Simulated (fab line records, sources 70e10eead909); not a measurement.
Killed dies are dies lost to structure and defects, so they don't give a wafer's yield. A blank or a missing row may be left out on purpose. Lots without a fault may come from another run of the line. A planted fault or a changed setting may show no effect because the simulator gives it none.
Which tool did it? | flow nand_harc | 15 lots, 43 wafers sampled, at 6 steps of a route of 1302

WHAT THE GAUGES READ, wafer by wafer
NHARC_A_SOURCE_PLATE_THK_MEAS_09: measures by ellipsometry.
lot  | measured     | on            | thk_nm (nm)
L131 | day 7 08:38  | film_metro-01 | 9.4 10.0 9.3
L132 | day 7 08:38  | film_metro-02 | 10.1 8.9 9.4
L133 | day 7 22:47  | film_metro-01 | 9.6 10.7 8.8
L137 | day 9 18:14  | film_metro-01 | 10.3 8.9 10.2
L139 | day 10 14:13 | film_metro-01 | 8.5 9.9 9.6
L140 | day 11 00:38 | film_metro-02 | 8.7 9.6 10.4
L141 | day 11 19:44 | film_metro-01 | 8.0 8.3 9.6
L142 | day 11 19:44 | film_metro-02 | 9.6 10.3 9.5
L143 | day 12 08:36 | film_metro-01 | 9.8 8.2
L145 | day 13 01:17 | film_metro-01 | 10.1 9.1 9.7
L147 | day 13 23:22 | film_metro-01 | 9.1 11.3
L151 | day 15 10:16 | film_metro-02 | 8.5 9.3 10.5
L152 | day 16 02:52 | film_metro-01 | 9.6 9.8 8.9
L153 | day 16 12:49 | film_metro-01 | 10.1 10.7 10.2
L154 | day 16 12:49 | film_metro-02 | 9.8 10.0 11.5

NHARC_A_ONON_D1_THK_MEAS_24: measures by ellipsometry.
lot  | measured     | on            | thk_nm (nm)
L131 | day 8 10:49  | film_metro-01 | 1011 1010 1009
L132 | day 8 10:49  | film_metro-02 | 1002 1001 1003
L133 | day 8 23:52  | film_metro-01 | 1021 1020 1019
L137 | day 10 18:53 | film_metro-01 | 1004 1005 1003
L139 | day 11 14:56 | film_metro-02 | 1001 1001 1001
L140 | day 12 02:31 | film_metro-01 | 1012 1013 1012
L141 | day 12 20:35 | film_metro-01 | 997 998 996
L142 | day 12 20:25 | film_metro-01 | 968 965 967
L143 | day 13 13:25 | film_metro-01 | 1006 1003
L145 | day 14 02:57 | film_metro-02 | 1006 1005 1005
L147 | day 14 23:56 | film_metro-01 | 986 988
L151 | day 16 12:10 | film_metro-02 | 1001 1001 1003
L152 | day 17 08:11 | film_metro-01 | 1019 1018 1018
L153 | day 17 14:44 | film_metro-02 | 1007 1006 1008
L154 | day 17 14:44 | film_metro-01 | 997 997 995

NHARC_A_ONON_D1_THK_MEAS_30: measures by ellipsometry.
lot  | measured     | on            | thk_nm (nm)
L131 | day 8 11:56  | film_metro-01 | 996 996 995
L132 | day 8 11:57  | film_metro-01 | 1010 1010 1010
L133 | day 9 00:59  | film_metro-01 | 978 981 979
L137 | day 10 20:01 | film_metro-01 | 1006 1003 1003
L139 | day 11 16:04 | film_metro-01 | 1013 1016 1015
L140 | day 12 03:39 | film_metro-02 | 992 994 992
L141 | day 12 21:43 | film_metro-01 | 989 989 989
L142 | day 12 21:32 | film_metro-01 | 990 991 989
L143 | day 13 14:32 | film_metro-01 | 1558 1023
L145 | day 14 04:05 | film_metro-02 | 1530 1530 997
L147 | day 15 01:04 | film_metro-02 | 1524 990
L151 | day 16 13:18 | film_metro-02 | 1000 999 1000
L152 | day 17 09:20 | film_metro-02 | 989 987 987
L153 | day 17 15:52 | film_metro-01 | 996 994 995
L154 | day 17 15:53 | film_metro-02 | 990 988 989

NHARC_A_CHANNEL_HOLE_D1_OVL_MEAS_11.
lot  | measured     | on         | overlay_x_nm (nm) | overlay_y_nm (nm)
L131 | day 8 15:44  | overlay-02 | 0.6 0.0 0.7       | -0.3 -0.3 0.3
L132 | day 8 15:55  | overlay-01 | -0.5 -0.4 -0.3    | 0.4 0.5 0.2
L133 | day 9 04:57  | overlay-01 | 0.4 0.4 0.2       | 1.5 1.2 1.7
L137 | day 11 00:04 | overlay-01 | 0.0 0.0 -0.1      | -1.9 -1.4 -1.8
L139 | day 11 22:37 | overlay-01 | 0.5 0.2 0.5       | -0.5 -0.8 -0.2
L140 | day 12 06:58 | overlay-01 | -0.9 -0.4 -1.0    | -0.5 -0.7 -0.2
L141 | day 13 02:05 | overlay-01 | 0.4 1.0 0.8       | 0.8 0.8 0.6
L142 | day 13 01:50 | overlay-01 | -1.4 -1.4 -1.3    | -0.6 -0.9 -1.2
L143 | day 13 20:17 | overlay-02 | -0.4              | -1.4
L145 | day 14 09:04 | overlay-01 | -0.5              | -1.1
L147 | day 15 05:44 | overlay-02 | 0.1               | -0.9
L151 | day 16 19:31 | overlay-01 | -1.0 -0.8 -0.8    | 0.7 0.5 1.1
L152 | day 17 13:35 | overlay-01 | -0.6 -0.2 0.0     | -0.9 -0.7 -0.7
L153 | day 17 19:31 | overlay-02 | 0.8 1.1 1.2       | 0.2 -0.3 0.3
L154 | day 17 21:26 | overlay-02 | 0.9 1.3 1.3       | -1.2 -1.5 -1.0

NHARC_END_SORT_01.
lot  | measured     | on        | killed_at_array | killed_at_other | killed_at_periphery | killed_dies | killed_open | killed_short
L143 | day 29 17:34 | prober-02 | 673 56          | 0 3             | 4 5                 | 677 64      | 0 5         | 3 4
L145 | day 30 04:29 | prober-01 | 671 672 89      | 0 1 1           | 6 4 6               | 677 677 96  | 8 4 2       | 3 1 3
L147 | day 31 19:39 | prober-02 | 665 41          | 0 1             | 12 8                | 677 50      | 4 4         | 1 1

WHICH TOOL RAN EACH LOT (tool, then ch and the chambers of the sampled wafers, then the start)
lot  | NHARC_A_ONON_D1_DEP_28
L131 | pecvd_onon-03 ch 0, day 8 11:26
L132 | pecvd_onon-04 ch 0, day 8 11:30
L133 | pecvd_onon-01 ch 0, day 9 00:39
L137 | pecvd_onon-04 ch 0, day 10 19:41
L139 | pecvd_onon-04 ch 0, day 11 15:33
L140 | pecvd_onon-03 ch 0, day 12 03:12
L141 | pecvd_onon-03 ch 0, day 12 21:12
L142 | pecvd_onon-04 ch 0, day 12 21:05
L143 | pecvd_onon-03 ch 0, day 13 14:02
L145 | pecvd_onon-03 ch 0, day 14 03:34
L147 | pecvd_onon-03 ch 0, day 15 00:41
L151 | pecvd_onon-01 ch 0, day 16 12:51
L152 | pecvd_onon-03 ch 0, day 17 08:55
L153 | pecvd_onon-04 ch 0, day 17 15:25
L154 | pecvd_onon-01 ch 0, day 17 15:26
- NHARC_A_ONON_D1_DEP_28: target thk 1000 nm.

WHAT THE TOOLS THEMSELVES READ (means of the sampled wafers that have a number; where no wafer has one, the mark that the record gives instead)
The record holds no such reading with a usual standard deviation.

THE ANSWER, worked out from the rows above alone
Rule: what is usual is taken from the lots themselves. Put in order of their means at a reading, lots are off if they are a third of the lots or fewer, leave a main group of 4 or more, and stand apart from it by a gap of 3 or more times the standard deviation of the main group's means; of several such gaps the widest counts. A main group whose means are all the same, to the digits that the tables above print for the reading, isn't used. A lot without any number at a reading at which 4 lots or more have one is off too. The other lots that the step has rows for count as sound. The gauges are gone through in route order, then the tools' own readings, and for those a lot's mean is taken as printed above. The first step at which some lot is off is used, and at that step the reading that is off furthest; a lot without a number counts as furthest.
Off: L143, L145, L147, at NHARC_A_ONON_D1_THK_MEAS_30 (thk_nm). The main group: mean 996 nm, standard deviation 9.6.
A tool fits if, at a process step before that reading, it ran every lot that is off, and no sound lot after the first of them. The gauges at NHARC_A_ONON_D1_THK_MEAS_30 are tried like those tools. None of those tried fits.

WHAT THE SIMULATOR HAD PUT IN
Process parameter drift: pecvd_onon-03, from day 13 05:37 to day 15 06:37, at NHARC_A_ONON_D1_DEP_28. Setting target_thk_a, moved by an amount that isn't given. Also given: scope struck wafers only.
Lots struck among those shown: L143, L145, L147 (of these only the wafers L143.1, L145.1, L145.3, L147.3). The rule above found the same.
